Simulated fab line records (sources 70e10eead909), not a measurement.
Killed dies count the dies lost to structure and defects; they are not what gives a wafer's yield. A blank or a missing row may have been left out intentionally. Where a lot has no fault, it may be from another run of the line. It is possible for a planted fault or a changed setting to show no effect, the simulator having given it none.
The tool behind it: which one?    flow nand harc    24 lots with 72 wafers sampled at 4 steps, on a route of 1302 steps

== WHAT THE GAUGES READ, wafer by wafer ==
NHARC_A_M0_OVL_MEAS_10: pitch 160 nm.
lot   measured      on          overlay x nm (nm)  overlay y nm (nm)
L074  day 22 20:40  overlay-02  1.1 1.6 1.5        0.6 0.4 0.7
L076  day 23 12:11  overlay-01  -0.3 -0.3 -0.3     -0.6 -0.2 -0.9
L075  day 23 17:17  overlay-01  -0.5 0.0 -0.7      0.8 0.9 1.0
L077  day 23 18:00  overlay-01  -0.6 -0.5 -0.6     0.2 0.0 0.1
L078  day 23 20:11  overlay-02  0.2 0.2 0.2        -0.4 -0.3 -0.2
L079  day 24 23:47  overlay-02  0.7 1.2 1.2        -1.1 -1.1 -0.5
L080  day 25 14:29  overlay-01  0.8 0.3 0.9        0.1 0.1 -0.5
L081  day 25 18:59  overlay-01  0.6 0.3 1.1        -0.3 -0.4 -0.1
L082  day 25 23:56  overlay-01  0.2 0.1 0.0        -0.8 -0.2 -0.9
L083  day 26 10:14  overlay-01  -1.0 -0.4 -0.7     -0.1 0.2 -0.7
L084  day 27 03:05  overlay-02  1.2 1.3 1.2        0.3 0.5 1.1
L087  day 27 20:32  overlay-02  0.2 1.0 1.7        0.9 0.9 0.6
L085  day 27 23:20  overlay-01  -0.4 0.1 0.0       0.6 0.4 0.4
L086  day 28 05:41  overlay-01  1.5 1.0 1.2        -1.3 -0.9 -1.7
L090  day 29 03:47  overlay-02  0.1 0.3 0.1        -1.2 -1.5 -1.0
L091  day 29 05:01  overlay-02  -0.3 0.2 -0.1      -1.1 -0.9 -0.8
L089  day 29 13:18  overlay-01  0.7 1.3 1.0        0.8 1.1 0.8
L088  day 29 14:07  overlay-01  0.6 0.6 0.7        -0.2 0.2 0.0
L093  day 30 04:57  overlay-01  -0.1 0.1 0.3       -0.7 -0.3 -0.4
L092  day 30 05:57  overlay-02  -0.5 0.2 -0.7      -0.7 -0.4 -0.8
L095  day 30 22:46  overlay-01  -0.1 -0.2 -0.4     -0.8 -1.0 -1.2
L094  day 31 00:31  overlay-02  -1.1 -1.2 -1.9     0.7 0.6 0.3
L097  day 31 06:25  overlay-01  -0.3 0.3 -0.2      -1.2 -0.9 -1.3
L096  day 31 12:31  overlay-01  0.2 0.6 0.2        0.5 0.1 0.3

NHARC_A_M0_CD_MEAS_16.
lot   measured      on         cd nm (nm)
L074  day 22 21:04  cd sem-02  79.1 81.1 80.3
L076  day 23 12:35  cd sem-02  78.4 79.8 79.1
L075  day 23 17:42  cd sem-01  81.3 78.8 80.8
L077  day 23 18:26  cd sem-03  81.6 80.3 79.0
L078  day 23 20:35  cd sem-03  80.4 79.4 81.3
L079  day 25 00:11  cd sem-03  78.0 79.7 78.9
L080  day 25 14:53  cd sem-02  81.2 81.6 80.1
L081  day 25 19:23  cd sem-01  81.0 79.1 80.9
L082  day 26 00:20  cd sem-03  82.3 79.5 80.7
L083  day 26 10:38  cd sem-03  78.2 78.2 79.7
L084  day 27 03:29  cd sem-03  80.5 80.5 81.2
L087  day 27 20:56  cd sem-03  78.9 80.0 79.1
L085  day 27 23:46  cd sem-01  80.4 80.6 81.4
L086  day 28 06:05  cd sem-03  81.8 80.6 79.6
L090  day 29 04:11  cd sem-02  78.5 80.2 80.9
L091  day 29 05:25  cd sem-02  80.9 80.4 82.4
L089  day 29 13:41  cd sem-01  80.3 79.8 79.1
L088  day 29 14:31  cd sem-03  78.7 82.5 80.0
L093  day 30 05:22  cd sem-03  81.9 80.0 82.2
L092  day 30 06:21  cd sem-03  81.6 80.1 79.8
L095  day 30 23:10  cd sem-03  84.2 80.4 80.0
L094  day 31 00:55  cd sem-03  79.7 81.6 81.3
L097  day 31 06:49  cd sem-01  79.6 80.9 80.5
L096  day 31 12:55  cd sem-03  82.9 81.3 80.6

== WHICH TOOL RAN EACH LOT (tool, then ch and the chambers of the sampled wafers, then the start) ==
lot   NHARC_A_CONTACT_ETCH_31                        NHARC_A_CONTACT_ETCH_110
L074  rie diel-04 ch 0,1,3, day 22 13:53 or earlier  rie diel-08 ch 1,3, day 22 13:53
L076  rie diel-10 ch 0,1,2, day 23 05:22 or earlier  rie diel-08 ch 0,3, day 23 05:22
L075  rie diel-08 ch 0,1, day 23 10:28 or earlier    rie diel-08 ch 0,3, day 23 10:28
L077  rie diel-08 ch 1,3, day 23 11:16 or earlier    rie diel-08 ch 0,3, day 23 11:16
L078  rie diel-08 ch 0,1,3, day 23 13:15 or earlier  rie diel-08 ch 0,1,3, day 23 13:15
L079  rie diel-08 ch 2,3, day 24 17:04 or earlier    rie diel-08 ch 1,2, day 24 17:04
L080  rie diel-10 ch 2,3, day 25 07:49 or earlier    rie diel-04 ch 2,3, day 25 07:49
L081  rie diel-08 ch 0,1, day 25 11:53 or earlier    rie diel-04 ch 0,1, day 25 11:53
L082  rie diel-04 ch 0,1,3, day 25 17:16 or earlier  rie diel-04 ch 1,2,3, day 25 17:16
L083  rie diel-04 ch 0,1,2, day 26 03:35 or earlier  rie diel-04 ch 1,2,3, day 26 03:35
L084  rie diel-10 ch 0,1, day 26 20:14 or earlier    rie diel-10 ch 0,2,3, day 26 20:14
L087  rie diel-04 ch 1,2,3, day 27 13:19 or earlier  rie diel-08 ch 0,2,3, day 27 13:19
L085  rie diel-04 ch 0,1, day 27 16:24 or earlier    rie diel-10 ch 0,1,3, day 27 16:24
L086  rie diel-10 ch 1,2,3, day 27 23:02 or earlier  rie diel-04 ch 0,2,3, day 27 23:02
L090  rie diel-04 ch 0,2,3, day 28 21:01 or earlier  rie diel-10 ch 0,2,3, day 28 21:01
L091  rie diel-04 ch 0,1,2, day 28 22:06 or earlier  rie diel-04 ch 1,2,3, day 28 22:06
L089  rie diel-04 ch 0,2,3, day 29 06:04 or earlier  rie diel-10 ch 0,2, day 29 06:04
L088  rie diel-10 ch 0,1,2, day 29 07:28 or earlier  rie diel-04 ch 0,1, day 29 07:28
L093  rie diel-04 ch 1,2,3, day 29 22:10 or earlier  rie diel-10 ch 0,1,2, day 29 22:10
L092  rie diel-08 ch 1,2,3, day 29 23:06 or earlier  rie diel-04 ch 0,1, day 29 23:06
L095  rie diel-08 ch 0,1,2, day 30 16:14 or earlier  rie diel-10 ch 0,2,3, day 30 16:14
L094  rie diel-10 ch 0,2,3, day 30 17:46 or earlier  rie diel-10 ch 0,2,3, day 30 17:46
L097  rie diel-10 ch 0,3, day 30 23:39 or earlier    rie diel-04 ch 1,2,3, day 30 23:39
L096  rie diel-04 ch 0,1, day 31 05:52 or earlier    rie diel-10 ch 0,3, day 31 05:52
- NHARC_A_CONTACT_ETCH_31: etches the open film in O2/COS, target depth 2800 nm, time 728 s.
- NHARC_A_CONTACT_ETCH_110: etches the open film in CF4/O2, target depth 60 nm, overetch 6 nm, time 33 s.

== AS READ BY THE TOOLS THEMSELVES (means over the sampled wafers that have a number; for cases with no such wafer, the mark the record gives instead) ==
NHARC_A_CONTACT_ETCH_31.
lot   tool         drypump motor current A (A)  mfc ar sccm (sccm)  o2 flow sccm (sccm)  oes product au (a.u.)  rf vpp V (V)  showerhead plenum p Torr (Torr)  throttle valve pct (%)
L074  rie diel-04  5.5                          0.008               400.1                0.992                  314.4         3.11                             28.318
L076  rie diel-10  5.2                          0.005               399.2                0.998                  317.0         3.33                             28.341
L075  rie diel-08  5.9                          0.000               401.0                1.009                  315.3         3.27                             28.328
L077  rie diel-08  5.2                          0.000               400.1                0.987                  314.5         3.15                             28.338
L078  rie diel-08  5.5                          0.000               400.4                1.003                  315.3         3.21                             28.328
L079  rie diel-08  5.5                          0.000               401.6                1.009                  314.6         3.15                             28.332
L080  rie diel-10  5.3                          0.010               399.0                1.001                  316.3         3.26                             28.319
L081  rie diel-08  5.9                          0.000               399.6                1.007                  315.7         3.27                             28.340
L082  rie diel-04  5.5                          0.008               399.9                0.985                  313.8         3.11                             28.334
L083  rie diel-04  6.0                          0.008               399.8                0.998                  314.8         3.13                             28.325
L084  rie diel-10  5.3                          0.000               399.9                0.992                  316.7         3.30                             28.327
L087  rie diel-04  5.6                          0.006               400.8                0.992                  312.2         3.02                             28.341
L085  rie diel-04  5.8                          0.009               399.5                0.998                  315.4         3.22                             28.331
L086  rie diel-10  5.4                          0.005               399.9                0.989                  317.3         3.24                             28.329
L090  rie diel-04  5.8                          0.002               400.1                0.987                  312.9         3.06                             28.335
L091  rie diel-04  5.9                          0.008               399.0                0.999                  315.2         3.13                             28.324
L089  rie diel-04  5.8                          0.002               399.8                0.999                  312.6         3.05                             28.321
L088  rie diel-10  5.2                          0.005               399.9                0.997                  317.0         3.30                             28.335
L093  rie diel-04  5.6                          0.006               400.8                0.997                  311.8         3.01                             28.337
L092  rie diel-08  5.6                          0.000               399.0                1.010                  314.0         3.11                             28.327
L095  rie diel-08  5.9                          0.000               399.5                1.016                  315.1         3.17                             28.327
L094  rie diel-10  5.3                          0.005               398.8                0.998                  316.1         3.24                             28.336
L097  rie diel-10  5.2                          0.000               401.0                0.990                  316.4         3.24                             28.323
L096  rie diel-04  5.7                          0.014               400.5                1.002                  314.5         3.17                             28.330

NHARC_A_CONTACT_ETCH_110.
lot   tool         cf4 flow sccm (sccm)  drypump motor current A (A)  mfc ar sccm (sccm)  o2 flow sccm (sccm)  oes product au (a.u.)  rf vpp V (V)  showerhead plenum p Torr (Torr)  throttle valve pct (%)
L074  rie diel-08  80.15                 5.2                          0.000               20.06                1.003                  198.1         1.35                             13.405
L076  rie diel-08  79.99                 5.7                          0.000               20.06                1.007                  200.1         1.41                             13.394
L075  rie diel-08  79.98                 5.7                          0.000               19.99                1.005                  200.0         1.41                             13.393
L077  rie diel-08  79.67                 5.8                          0.000               19.98                1.005                  199.5         1.41                             13.403
L078  rie diel-08  79.86                 5.5                          0.000               20.00                0.999                  198.9         1.38                             13.403
L079  rie diel-08  79.87                 5.8                          0.000               19.92                0.990                  197.8         1.33                             13.393
L080  rie diel-04  79.76                 5.9                          0.000               20.04                0.984                  196.6         1.27                             13.395
L081  rie diel-04  80.01                 5.7                          0.014               19.99                1.002                  197.6         1.36                             13.398
L082  rie diel-04  80.06                 5.6                          0.006               20.01                0.989                  196.7         1.29                             13.400
L083  rie diel-04  80.08                 5.6                          0.006               20.04                0.995                  196.9         1.29                             13.400
L084  rie diel-10  79.81                 5.3                          0.005               19.98                0.993                  199.3         1.39                             13.392
L087  rie diel-08  80.11                 5.8                          0.000               20.03                1.009                  198.4         1.37                             13.400
L085  rie diel-10  80.17                 5.4                          0.000               19.98                0.980                  198.7         1.39                             13.399
L086  rie diel-04  80.45                 5.8                          0.002               19.97                0.990                  197.3         1.31                             13.395
L090  rie diel-10  80.20                 5.3                          0.005               20.05                0.999                  199.2         1.39                             13.399
L091  rie diel-04  79.87                 5.6                          0.006               20.00                0.992                  197.6         1.29                             13.404
L089  rie diel-10  80.08                 5.1                          0.010               20.00                1.011                  200.0         1.42                             13.394
L088  rie diel-04  80.11                 5.7                          0.014               19.91                1.001                  197.8         1.36                             13.400
L093  rie diel-10  79.93                 5.2                          0.005               19.95                0.996                  199.1         1.41                             13.398
L092  rie diel-04  80.05                 5.6                          0.014               19.98                0.999                  198.7         1.36                             13.399
L095  rie diel-10  79.92                 5.3                          0.005               19.95                1.005                  199.3         1.39                             13.401
L094  rie diel-10  80.12                 5.3                          0.005               19.97                0.997                  199.4         1.39                             13.399
L097  rie diel-04  80.15                 5.6                          0.006               19.97                0.997                  197.2         1.29                             13.390
L096  rie diel-10  79.99                 5.2                          0.000               20.07                0.995                  198.8         1.38                             13.401

== THE ANSWER, worked out from the rows above alone ==
Rule: what is usual is taken from the lots themselves. The widest of any qualifying gaps counts: lots, ordered by their means at a reading, are off when they make up no more than a third of the lots, leave a main group of 4 or more, and stand apart from it by 3 or more times the standard deviation of that group's means. A main group whose means are all the same, to the digits that the tables above print for the reading, isn't used. Also off: a lot with no number at a reading for which 4 or more lots have one. All remaining lots with rows at the step are treated as sound. Order of review: gauges by route order, followed by the tools' own readings, for which a lot's mean as printed above is used. At the first step where some lot is off, the reading lying furthest off is the one used; lots without a number count as furthest.
No lot is off at any reading shown: from this, nothing can be told.

== WHAT WAS PUT IN BY THE SIMULATOR ==
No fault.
